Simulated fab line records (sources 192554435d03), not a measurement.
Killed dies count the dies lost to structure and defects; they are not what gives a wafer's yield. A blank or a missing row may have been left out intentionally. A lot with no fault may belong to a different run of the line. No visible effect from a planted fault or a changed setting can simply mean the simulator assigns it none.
Comparing a struck lot with a sound one | flow n5Finfet | 36 steps out of a route of 1938
Sound: wafers L605.3, L605.5, L605.6. Struck: wafer L610.3 (left out: L610.1, a lot-mate that was not struck); the cause follows at the end.
For every step that has rows: the tool of each side, followed by ch and its chambers, followed by its first start. Under that, the readings that differ: sound wafers | struck wafers | difference of the means | sigmas: that difference in standard deviations of wafers without a fault.
alike: readings whose means differ by less than 2 such deviations, and words and numbers that are the same on both sides. not compared: withheld readings, readings that some wafer has no value for, bounds like >300 that may hide the same value, and numbers for which the record gives no deviation and whose values overlap.
The two part at a step that has a row with sigmas, a row that says differs or no value, or rows on one side only. Numbers that don't overlap but have no deviation are shown without sigmas and don't part them. A reading missing from all wafers of one side parts the sides only when that side holds two or more wafers.

first, 8 steps without rows for these wafers: N5_BEOL_M9_SPUTTER_48 (material Cu, target thk 12 nm, time 2 s); N5_BEOL_M9_ECD_50 (material Cu, target thk 318 nm); N5_BEOL_M9_ANNEAL_51 (time 90 s); N5_BEOL_M9_CMP_52 (polishes, stops on SiCOH lowk, t overpolish 7 s, target thk 140 nm); N5_BEOL_M9_PRE_CLEAN_55 (time 15 s); N5_BEOL_M9_DEP_56 (deposits SiCN from 3MS/NH3, target thk 15 nm, time 26.5 s); N5_BEOL_M10_ILD_DEP_00 (deposits SiCOH lowk from DEMS/porogen, target thk 308.51 nm, time 58 s); N5_BEOL_M10_CURE_71 (cures SiCOH lowk, time 240 s).
N5_BEOL_M10_PECVD_70: deposits SiO2 from TEOS/O2, target thk 20 nm, time 22.7 s.
  sound on pecvd-03 ch 0,1,2, day 11 17:56; struck on pecvd-03 ch 2, day 13 01:06
reading                                    | sound          | struck | difference | sigmas
model.SiO2_of_BEOL_M10_PECVD_70.thkNm (nm) | 19.6 20.4 19.6 | 28.8   | +8.9       | 
  alike: heaterPowerW, showerheadPlenumPTorr, throttleValvePct
then, 24 steps without rows for these wafers: N5_BEOL_M10_HM_DEP_02 (deposits TiN, target thk 20 nm); N5_BEOL_M10_COAT_59 (time 60 s, resist thk 100 nm); N5_BEOL_M10_COAT_60 (time 60 s, resist thk 30 nm); N5_BEOL_M10_COAT_05 (resist thk 90 nm); N5_BEOL_M10_EBR_07; N5_BEOL_M10_SOFTBAKE_06 (time 60 s); N5_BEOL_M10_EXPOSE_08 (exposes mask M10); N5_BEOL_M10_PEB_09 (peb time 60 s); N5_BEOL_M10_DEVELOP_10 (develop time 30 s); N5_BEOL_M10_DESCUM_16 (chemistry O2, time 7.9 s); N5_BEOL_M10_ETCH_61 (etches SiARC in CF4, target depth 39 nm, time 65 s); N5_BEOL_M10_ETCH_62 (etches SOC in N2/H2, target depth 110 nm, overetch 22 nm, time 165 s); N5_BEOL_M10_STRIP_68 (strips in N2/H2); N5_BEOL_M10_STRIP_67 (strips in CF4); N5_BEOL_M10_HM_OPEN_17 (chemistry Cl2/BCl3, target TiN, target depth 20 nm, overetch 6 nm); N5_BEOL_M10_STRIP_19 (strips in O2); N5_BEOL_M10_COAT_63 (time 60 s, resist thk 100 nm); N5_BEOL_M10_COAT_64 (time 60 s, resist thk 30 nm); N5_BEOL_M10_COAT_22 (resist thk 90 nm); N5_BEOL_M10_EBR_24; N5_BEOL_M10_SOFTBAKE_23 (time 60 s); N5_BEOL_M10_EXPOSE_25 (exposes mask V9); N5_BEOL_M10_PEB_26 (peb time 60 s); N5_BEOL_M10_DEVELOP_27 (develop time 30 s).
N5_BEOL_M10_HM_STRIP_39: strips TiN in peroxide tin strip, target depth 25 nm, time 158 s.
  sound on wetBench-01 ch 2,6,7, day 11 21:25; struck on wetBench-04 ch 0, day 13 04:23
reading                                    | sound          | struck | difference | sigmas
model.SiO2_of_BEOL_M10_PECVD_70.thkNm (nm) | 19.4 20.2 19.6 | 28.6   | +8.9       | 
  alike: bathHeatDutyPct, tempC
N5_BEOL_M10_CMP_52: polishes, stops on SiCOH lowk, t overpolish 7 s, target thk 140 nm.
  sound on cmp-02 ch 2,3, day 11 23:34; struck on cmp-03 ch 0, day 13 07:02
reading                   | sound          | struck | difference | sigmas
barrierFieldEndpointS (s) | 26.9 28.1 28.0 | 39.7   | +12.0      | +15
  alike: motorCurrentA, platenRpm
-- the record jumps here: 2 days lie between the struck wafers' starts before and after (it left off in module BEOL_M10 and takes up again in module PASSIVATION, whose first step shown is number 1936 of the route) --
N5_PASSIVATION_PROBE_49:
  sound: prober-02 at day 14 01:11; struck: prober-02 at day 15 09:50
reading    | sound    | struck | difference | sigmas
killedOpen | 58 60 62 | 87     | +27        | +2
  alike: defectLimitedYield, killed_at_M0_to_M3, killed_at_M4_up, killedAtContacts, killedAtFrontEnd, killedAtOther, killedDies, killedShort, sort_bin_4_leakage, sort_bin_5_function, sort_bin_6_memory, sortNPass, sortYieldPct

== WHERE THEY PART ==
First at N5_BEOL_M10_CMP_52; last, within this record, at N5_PASSIVATION_PROBE_49.

WHY: whatever the simulator had introduced
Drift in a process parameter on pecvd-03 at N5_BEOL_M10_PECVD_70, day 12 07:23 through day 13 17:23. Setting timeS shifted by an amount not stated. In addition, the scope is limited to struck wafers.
